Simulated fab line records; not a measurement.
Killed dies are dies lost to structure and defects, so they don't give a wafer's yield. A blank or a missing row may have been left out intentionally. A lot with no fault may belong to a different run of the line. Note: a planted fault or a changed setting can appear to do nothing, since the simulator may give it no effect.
Chamber matching	flow n5-finfet	4 sister chambers for N5_DUMMY_GATE_ETCH_44 on rie-si-03
The step etches poly-Si in HBr/O2, stops on SiO2, target depth 127.5 nm. 8 wafers are shown with their chamber, then 7 later ones without.

== WAFERS, EACH WITH ITS CHAMBER ==
wafer	chamber	throttle-valve-pct (%)	drypump-motor-current-A (A)
L075.3	1	18.62	5.4
L080.1	0	18.52	4.9
L080.6	1	18.61	5.4
L084.4	2	18.81	5.7
L084.5	0	18.52	4.9
L084.6	3	18.33	5.8
L086.1	2	18.80	5.8
L086.2	3	18.33	5.8

== WAFERS MISSING THEIR CHAMBER ==
wafer	throttle-valve-pct (%)	drypump-motor-current-A (A)
L086.6	18.32	5.8
L089.1	18.32	5.8
L089.3	18.82	5.8
L089.6	18.32	5.8
L095.1	18.82	5.8
L095.4	18.62	5.3
L095.5	18.63	5.4

== EACH ONE'S CHAMBER ==
wafer	from the rows above	in truth
L086.6	3	3
L089.1	3	3
L089.3	2	2
L089.6	3	3
L095.1	2	2
L095.4	1	1
L095.5	1	1
Correct placement for 7 of the 7. Number that these rows cannot place: 0. 0 placed wrongly.
How it was worked out, from the rows above alone: a wafer's distance from a chamber is the root of the sum, over the readings, of the square of ((its reading less the chamber's mean) divided by the reading's scatter). If the next closest chamber is less than 2 further off than the closest, the wafer can't be placed; otherwise it belongs to the closest. For every chamber, the mean is computed from those of its wafers that are shown. The scatter: take each reading less its chamber's mean, square it, sum over the shown wafers, divide by the number of wafers less the number of chambers, and take the root.
